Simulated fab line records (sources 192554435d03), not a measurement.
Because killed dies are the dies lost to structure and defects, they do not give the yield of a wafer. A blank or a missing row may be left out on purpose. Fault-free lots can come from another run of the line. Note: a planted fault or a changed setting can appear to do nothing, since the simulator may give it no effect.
Which tool was responsible? -- flow n5-finfet -- 12 lots with 33 wafers sampled at 5 steps, on a route of 1938 steps

== WHAT THE GAUGES SHOWED, per wafer ==
N5_BEOL_M11_THK_MEAS_53: measures by xrf. Usual: M11_THK typically reads 137 nm, with standard deviation 3.1.
lot,measured,on,M11_THK (nm),flag
L917,day 10 19:16,film-metro-01,136 133 133,
L920,day 11 01:01,film-metro-01,137 138 139,
L919,day 11 01:52,film-metro-01,139 134 136,
L924,day 12 11:19,film-metro-01,136 140 138,
L923,day 13 02:05,film-metro-02,140 140,
L929,day 13 14:10,film-metro-02,138 133 138,
L928,day 13 14:24,film-metro-01,136 135,
L927,day 13 17:55,film-metro-02,135 139 136,
L930,day 13 22:37,film-metro-02,129 133,
L931,day 13 23:15,film-metro-01,135 141 139,
L936,day 15 08:38,film-metro-02,133 135 131,
L939,day 16 08:25,film-metro-02,136 142 137,

N5_BEOL_M12_CD_MEAS_10 targets a cd of 140 nm. Usual: cd-nm reads 140.3 nm (standard deviation 2).
lot,measured,on,cd-nm (nm),flag
L917,day 10 20:01,cd-sem-02,143.8 138.8 139.8,
L920,day 11 01:49,cd-sem-01,141.6 136.7 138.5,
L919,day 11 02:32,cd-sem-01,139.2 141.8 139.3,
L924,day 12 12:04,cd-sem-01,138.9 139.4 137.1,
L923,day 13 02:50,cd-sem-03,141.0 140.6,
L929,day 13 14:55,cd-sem-01,141.2 142.7 141.4,
L928,day 13 15:09,cd-sem-01,138.2 139.4,
L927,day 13 18:40,cd-sem-01,138.6 142.1 139.8,
L930,day 13 23:15,cd-sem-03,142.0 138.9,
L931,day 13 23:52,cd-sem-03,146.4 147.3 147.2,OFF
L936,day 15 09:26,cd-sem-01,145.2 147.8 146.5,OFF
L939,day 16 09:04,cd-sem-03,145.0 143.1 142.7,

== WHICH TOOL RAN EACH LOT (tool, then ch and the chambers of the sampled wafers, then the start) ==
lot,N5_BEOL_M11_DEGAS_44,N5_BEOL_M11_ALD_74,N5_BEOL_M12_EXPOSE_07
L917,"pvd-sputter-02, day 10 17:20","ald-metal-01 ch 0,1,2, day 10 17:26","krf-scanner-02 ch 0, day 10 19:51"
L920,"pvd-sputter-02, day 10 23:01","ald-metal-04 ch 0,1, day 10 23:09","krf-scanner-02 ch 0, day 11 01:39"
L919,"pvd-sputter-01, day 11 00:08","ald-metal-01 ch 0,2, day 11 00:14","krf-scanner-02 ch 0, day 11 02:22"
L924,"pvd-sputter-02, day 12 09:06","ald-metal-02 ch 2,3, day 12 09:19","krf-scanner-01 ch 0, day 12 11:54"
L923,"pvd-sputter-01, day 13 00:43","ald-metal-02 ch 0,1, day 13 00:56","krf-scanner-02 ch 0, day 13 02:41"
L929,"pvd-sputter-02, day 13 12:24","ald-metal-04 ch 0,1,2, day 13 12:32","krf-scanner-01 ch 0, day 13 14:44"
L928,"pvd-sputter-03, day 13 12:40","ald-metal-01 ch 1,3, day 13 12:46","krf-scanner-02 ch 0, day 13 14:59"
L927,"pvd-sputter-01, day 13 16:28","ald-metal-04 ch 0,3, day 13 16:34","krf-scanner-01 ch 0, day 13 18:30"
L930,"pvd-sputter-03, day 13 20:53","ald-metal-01 ch 1,3, day 13 21:00","krf-scanner-01 ch 0, day 13 23:04"
L931,"pvd-sputter-03, day 13 20:58","ald-metal-02 ch 1,2,3, day 13 21:04","krf-scanner-01 ch 0, day 13 23:42"
L936,"pvd-sputter-02, day 15 06:52","ald-metal-02 ch 0,2, day 15 06:58","krf-scanner-01 ch 0, day 15 09:16"
L939,"pvd-sputter-02, day 16 05:51","ald-metal-01 ch 0,1,3, day 16 05:58","krf-scanner-02 ch 0, day 16 08:53"
- N5_BEOL_M11_DEGAS_44: time 60 s.
- N5_BEOL_M11_ALD_74: deposits TaN, target thk 2 nm, pulse time 2 s, purge time 3 s.
- N5_BEOL_M12_EXPOSE_07: exposes mask V11.

== WHAT THE TOOLS THEMSELVES READ (means of the sampled wafers that have a number; where no wafer has one, the mark that the record gives instead) ==
N5_BEOL_M11_DEGAS_44. Usual: heater-power-w reads 333 W (standard deviation 44).
lot,tool,heater-power-w (W),flag
L917,pvd-sputter-02,333,
L920,pvd-sputter-02,334,
L919,pvd-sputter-01,317,
L924,pvd-sputter-02,325,
L923,pvd-sputter-01,286,
L929,pvd-sputter-02,333,
L928,pvd-sputter-03,394,
L927,pvd-sputter-01,300,
L930,pvd-sputter-03,320,
L931,pvd-sputter-03,377,
L936,pvd-sputter-02,365,
L939,pvd-sputter-02,334,

N5_BEOL_M11_ALD_74. Usual: heater-power-w reads 407 W (standard deviation 30).
lot,tool,heater-power-w (W),flag
L917,ald-metal-01,406,
L920,ald-metal-04,426,
L919,ald-metal-01,409,
L924,ald-metal-02,427,
L923,ald-metal-02,424,
L929,ald-metal-04,407,
L928,ald-metal-01,377,
L927,ald-metal-04,416,
L930,ald-metal-01,374,
L931,ald-metal-02,428,
L936,ald-metal-02,443,
L939,ald-metal-01,377,

N5_BEOL_M12_EXPOSE_07. Usual: exposure-dose-mJ-cm2 reads 32.46 (standard deviation 0.034).
lot,tool,exposure-dose-mJ-cm2,flag
L917,krf-scanner-02,32.51,
L920,krf-scanner-02,32.46,
L919,krf-scanner-02,32.48,
L924,krf-scanner-01,32.44,
L923,krf-scanner-02,32.41,
L929,krf-scanner-01,32.43,
L928,krf-scanner-02,32.44,
L927,krf-scanner-01,32.49,
L930,krf-scanner-01,32.50,
L931,krf-scanner-01,34.58,OFF
L936,krf-scanner-01,34.14,OFF
L939,krf-scanner-02,32.48,

== THE ANSWER, worked out from the rows above alone ==
Rule: lot off if the mean of its wafers having a number is beyond 3 standard deviations from the usual mean. A lot without any number at a reading at which 4 lots or more have one is off too. Any other lot the step has rows for is counted as sound. First the gauges in route order, then the tools' own readings, where a lot's mean is used as printed above. At the first step where some lot is off, the reading lying furthest off is the one used; lots without a number count as furthest.
Off: L931, L936, at N5_BEOL_M12_CD_MEAS_10 (cd-nm).
A tool fits if, at a process step before that reading, it ran every lot that is off, and no sound lot after the first of them. Not tried: the gauges at N5_BEOL_M12_CD_MEAS_10; whatever is off there is also off at N5_BEOL_M12_EXPOSE_07, on other tools, and gauge error can't account for it. This does not decide it: 2 tools fit, namely ald-metal-02 at N5_BEOL_M11_ALD_74 and krf-scanner-01 at N5_BEOL_M12_EXPOSE_07.

== WHAT THE SIMULATOR HAD PUT IN ==
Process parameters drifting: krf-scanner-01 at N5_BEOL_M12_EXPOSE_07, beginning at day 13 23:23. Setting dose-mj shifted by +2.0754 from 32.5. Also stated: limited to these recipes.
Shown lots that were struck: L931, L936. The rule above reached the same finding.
